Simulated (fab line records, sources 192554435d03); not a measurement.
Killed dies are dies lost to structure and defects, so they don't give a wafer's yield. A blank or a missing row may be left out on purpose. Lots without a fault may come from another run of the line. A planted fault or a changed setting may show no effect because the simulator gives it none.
Chamber matching | flow n5_finfet | N5_BEOL_M3_PRE_CLEAN_60 on cvd_co-01: 3 sister chambers
The step time 15 s. 24 wafers are shown with their chamber, then 12 later ones without.

WAFERS WITH THEIR CHAMBER
wafer  | chamber | heater_power_outer_w (W) | heater_power_w (W)
L075.2 | 0       | 29                       | 102
L075.4 | 0       | 30                       | 102
L075.5 | 2       | 41                       | 132
L074.1 | 2       | 40                       | 131
L074.3 | 0       | 29                       | 102
L074.5 | 2       | 41                       | 129
L076.1 | 1       | 22                       | 88
L076.2 | 2       | 40                       | 131
L076.3 | 0       | 29                       | 101
L079.2 | 0       | 30                       | 101
L079.3 | 2       | 40                       | 132
L079.5 | 0       | 30                       | 102
L083.3 | 0       | 30                       | 101
L083.4 | 1       | 22                       | 85
L083.6 | 2       | 40                       | 134
L084.1 | 1       | 22                       | 87
L084.5 | 1       | 22                       | 87
L084.6 | 2       | 40                       | 131
L086.1 | 2       | 42                       | 128
L086.4 | 1       | 22                       | 87
L086.5 | 1       | 22                       | 86
L088.1 | 2       | 41                       | 132
L088.2 | 1       | 22                       | 87
L088.4 | 1       | 22                       | 85

SIGNATURES (means of the wafers above)
reading              | chamber 0 | chamber 1 | chamber 2 | scatter within a chamber
heater_power_outer_w | 29.57     | 22.00     | 40.56     | 0.532
heater_power_w       | 101.57    | 86.50     | 131.11    | 1.28
Rule: a wafer's distance from a chamber is the root of the sum, over the readings, of the square of ((its reading less the chamber's mean) divided by the reading's scatter). The wafer belongs to the nearest chamber; if the next one is less than 2 further off, it can't be placed. The scatter: the root of (the sum of the squares of (reading less its chamber's mean) over the shown wafers, divided by (wafers less chambers)).

WAFERS WITHOUT THEIR CHAMBER
wafer  | heater_power_outer_w (W) | heater_power_w (W)
L089.1 | 23                       | 87
L089.3 | 42                       | 132
L089.6 | 29                       | 103
L092.1 | 41                       | 129
L092.2 | 22                       | 85
L092.4 | 43                       | 131
L094.4 | 30                       | 104
L094.5 | 42                       | 131
L094.6 | 22                       | 86
L095.1 | 41                       | 126
L095.3 | 22                       | 84
L095.6 | 22                       | 87

WHICH CHAMBER EACH WENT THROUGH
wafer  | from the rows above | in truth
L089.1 | 1                   | 1
L089.3 | 2                   | 2
L089.6 | 0                   | 0
L092.1 | 2                   | 2
L092.2 | 1                   | 1
L092.4 | 2                   | 2
L094.4 | 0                   | 0
L094.5 | 2                   | 2
L094.6 | 1                   | 1
L095.1 | 2                   | 2
L095.3 | 1                   | 1
L095.6 | 1                   | 1
Placed correctly: 12 of 12. Can't be placed from these rows: 0. Placed wrongly: 0.
